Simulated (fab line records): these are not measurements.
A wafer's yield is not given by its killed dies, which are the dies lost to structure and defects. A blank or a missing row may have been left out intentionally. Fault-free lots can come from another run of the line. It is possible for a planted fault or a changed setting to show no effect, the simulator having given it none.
Split-lot trial -- flow n5 finfet -- 39 wafers read from 7 lots, route of 1938 steps

== ABOUT THE SPLIT ==
At N5_DUMMY_GATE_ETCH_37 (etches SOC in N2/H2, target depth 60 nm, overetch 30 nm), the setting source w was moved away from the recipe's 840 W on 12 of the 39 wafers read, by -18.4% to +16.6%. All remaining wafers had this setting at the recipe value.

The reading comes from the split's own step.

== THE READING ==
rf vpp V, in V, at N5_DUMMY_GATE_ETCH_37 (etches SOC in N2/H2, target depth 60 nm, overetch 30 nm). A value of 523.8 V with a standard deviation of 2.4 V is what fault-free wafers of this fab line usually give.

wafer,"tool, chamber at the split","source w as run, W",against the recipe,"rf vpp V, V",against lot-mates on the recipe
L075.1,"rie diel-01, 0",840,recipe,522.4,-
L075.2,"rie diel-01, 3",840,recipe,526.0,-
L075.3,"rie diel-01, 2",979.4,+16.6%,500.0,-24.2
L075.4,"rie diel-01, 2",979.4,+16.6%,499.3,-24.9
L075.5,"rie diel-01, 3",979.4,+16.6%,499.7,-24.5
L075.6,"rie diel-01, 0",840,recipe,524.2,-
L077.1,"rie diel-01, 3",840,recipe,526.6,-
L077.3,"rie diel-01, 0",840,recipe,523.6,-
L077.4,"rie diel-01, 2",840,recipe,525.6,-
L078.1,"rie diel-03, 2",840,recipe,524.8,-
L078.2,"rie diel-03, 1",840,recipe,525.5,-
L078.3,"rie diel-03, 0",840,recipe,521.7,-
L078.4,"rie diel-03, 3",840,recipe,521.5,-
L078.5,"rie diel-03, 1",840,recipe,525.7,-
L078.6,"rie diel-03, 0",840,recipe,523.8,-
L079.1,"rie diel-03, 2",761.5,-9.3%,543.0,+20.4
L079.2,"rie diel-03, 1",761.5,-9.3%,544.7,+22.1
L079.3,"rie diel-03, 3",840,recipe,523.5,-
L079.4,"rie diel-03, 0",840,recipe,521.9,-
L079.5,"rie diel-03, 0",840,recipe,522.3,-
L079.6,"rie diel-03, 1",761.5,-9.3%,545.0,+22.4
L081.1,"rie diel-03, 1",840,recipe,525.9,-
L081.2,"rie diel-03, 3",685.8,-18.4%,558.5,+34.4
L081.3,"rie diel-03, 2",840,recipe,524.0,-
L081.4,"rie diel-03, 0",840,recipe,522.5,-
L081.5,"rie diel-03, 1",685.8,-18.4%,563.5,+39.4
L081.6,"rie diel-03, 0",685.8,-18.4%,558.3,+34.2
L082.1,"rie diel-06, 1",840,recipe,523.1,-
L082.2,"rie diel-06, 2",840,recipe,525.9,-
L082.3,"rie diel-06, 0",840,recipe,528.1,-
L082.4,"rie diel-06, 3",840,recipe,520.2,-
L082.5,"rie diel-06, 1",840,recipe,523.1,-
L082.6,"rie diel-06, 2",840,recipe,525.5,-
L092.1,"rie diel-06, 3",751.3,-10.6%,539.6,+15.2
L092.2,"rie diel-06, 1",751.3,-10.6%,540.5,+16.1
L092.3,"rie diel-06, 2",840,recipe,524.3,-
L092.4,"rie diel-06, 0",840,recipe,526.1,-
L092.5,"rie diel-06, 0",751.3,-10.6%,549.1,+24.7
L092.6,"rie diel-06, 1",840,recipe,522.9,-

FIT RESULTS
A straight line over all 39 wafers: rf vpp V changes by -1.77 V for each +1% of source w; r = -0.98; the points scatter about the line by 2.8 V.
The same after taking each lot's own level away (the mean of its wafers on the recipe; 39 wafers): -1.78 V for each +1%; r = -0.98; scatter 2.8 V.
The reading moves by 33 V for the largest change in source w, on that fit.
From 522.57 to 525.27 V: that is the span of the lots' own levels, equal to 1.1 times the standard deviation above.
So the lot-to-lot level changes the slope little: the two slopes agree.
Check: for one of the wafers moved furthest among these (-18.4%), held out of the fit, the line's prediction against its lot-mates is +33.6 V. Against them it came out at +34.4 V.
Tool readings at the split's step, against how far the setting was moved: rf vpp V r = -0.98.

== THE OTHER SPLITS THESE WAFERS WENT THROUGH ==
Note: prior to the reading, these wafers also went through further splits. Each is held against what the fit with the lots' levels taken away leaves over:
other split on the same wafers,wafers away from the commonest value,r with rf vpp V (lot level and that fit taken away)
N5_WELL_APT_EXPOSE_05 dose mj,15,+0.12
N5_FIN_SAQP_SPACER1_ALD_24 temp c,18,-0.04

== THE WHOLE CHAIN: every reading that the file lists as answering this split, in the file's order ==
step,what it does,reading,change (the file's fit),r (the file's)
N5_DUMMY_GATE_ETCH_37,"etches SOC in N2/H2, target depth 60 nm, overetch 30 nm",rf vpp V,-1.81 V for each +1% of the setting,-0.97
N5_DUMMY_GATE_ETCH_37,"etches SOC in N2/H2, target depth 60 nm, overetch 30 nm","SiARC_of_DUMMY_GATE_COAT_35.thk nm (the simulator's own value, which no gauge read)",-0.0322 nm for each +1% of the setting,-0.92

== FILE'S OWN FIT ==
rf vpp V changes by -1.81 V for each +1% of source w, r = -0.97.
